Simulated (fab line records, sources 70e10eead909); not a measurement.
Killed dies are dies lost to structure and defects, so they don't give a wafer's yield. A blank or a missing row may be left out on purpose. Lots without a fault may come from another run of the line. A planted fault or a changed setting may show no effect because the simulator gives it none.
Problem report in the 8D (eight disciplines) form, filled by code | flow nand_harc | the parts of the form that need people (team, actions taken, sign-off) are left out

1. THE PROBLEM
cd_nm at NHARC_P_M1_CD_MEAS_09 reads a mean of 122.8 nm on 4 wafers of 3 lots; wafers without a fault read 129.3 nm with a standard deviation of 0.67. That is -9.8 standard deviations from the usual mean.
The step: target cd 130 nm.
First seen on wafer L874.5, day 7 10:12, on cd_sem-02. The record holds 33 wafers of 11 lots with a number at this step. Rule for "out", or "out of limits": more than 4 standard deviations from the usual mean. The other wafers with a number count as sound.

2. WHAT IT IS AND WHAT IT IS NOT
question                    | is                             | is not
which readings at this step | cd_nm                          | -
which lots                  | L874, L875, L876               | L871, L872, L886, L887, L888, L890, L891, L894
which wafers of those lots  | L874.5, L875.5, L876.2, L876.5 | L874.3, L874.6, L875.3, L875.4, L876.4
read on which gauges        | cd_sem-01, cd_sem-02           | cd_sem-03
when                        | from day 7 10:12               | up to then (8 sound wafers); but 21 sound wafers of L875, L876, L886, L887, L888, L890, L891, L894 came after

3. SUSPECTS, AND WHAT RULES EACH OUT
Counting: a tool at a process step up to the reading stays a suspect if it ran every lot that is out. Sound lots after the first of them don't rule it out here, since some wafers of a struck lot are sound.
- the gauge at NHARC_P_M1_CD_MEAS_09: ruled out. The wafers that are out were read on 2 gauges (cd_sem-01, cd_sem-02).
- rie_diel-10 at NHARC_P_M0_ETCH_15 (etches the open film in C4F8/Ar, target depth 150 nm, overetch 15 nm, time 82.5 s): kept. It ran every lot that is out, first L874 (day 7 06:43); its last sound lot up to then is L872 (day 6 09:33). NHARC_P_M0_ETCH_15 gives no start for some lots, so the hours and the order of its lots are those of NHARC_P_M0_STRIP_18.
- rie_diel-10 at NHARC_P_M0_STRIP_18 (strips in N2/H2): kept. It ran every lot that is out, first L874 (day 7 06:43); its last sound lot up to then is L871 (day 6 02:23).
- litho_track-04 at NHARC_P_M1_PEB_07 (peb time 65 s): kept. It ran every lot that is out, first L874 (day 7 10:07); its last sound lot up to then is L871 (day 6 05:37). Its own readings are out on those wafers: heater_power_total_W.
Left after counting: rie_diel-10 at NHARC_P_M0_ETCH_15, rie_diel-10 at NHARC_P_M0_STRIP_18, litho_track-04 at NHARC_P_M1_PEB_07.

4. THE CAUSE (what the simulator had put in)
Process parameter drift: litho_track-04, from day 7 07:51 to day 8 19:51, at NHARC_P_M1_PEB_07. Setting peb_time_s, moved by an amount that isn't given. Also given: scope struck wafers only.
Counting left 3 suspects, and this tool is among them.

5. THE CHAIN OF EFFECTS, in route order
Each row: a reading whose mean over the struck wafers that have a number lies more than 3 standard deviations from the usual. Only readings for which the record gives a usual standard deviation are gone through. hours: the time from each lot's start at the first step in this table that gives one to its start at this step, as a median over the lots. sigmas: the change in usual standard deviations.
hours | step                  | reading              | usual    | on struck wafers | change | sigmas
0     | NHARC_P_M1_PEB_07     | heater_power_total_W | 156.6 W  | 172.0            | +15.4  | +35
0     | NHARC_P_M1_CD_MEAS_09 | cd_nm                | 129.3 nm | 122.8            | -6.6   | -9.8
The process steps in it:
- NHARC_P_M1_PEB_07: peb time 65 s.
Readings that are blank on the struck wafers while sound wafers have them: plate_temp_C at NHARC_P_M1_PEB_07.

6. WHAT WOULD HAVE CAUGHT IT SOONER
In this record the first reading out of limits at a measuring or inspecting step was taken at day 7 10:12, 2 hours after the fault began at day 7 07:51.
The tool's own readings at NHARC_P_M1_PEB_07 were out on every struck wafer that the step has a row for (heater_power_total_W): an alarm limit on them would have fired on the first of those.
Of the lots that are out (3), L875, L876 began NHARC_P_M1_PEB_07 on litho_track-04 after day 7 10:12. A hold on the tool at that time would have spared those 2.
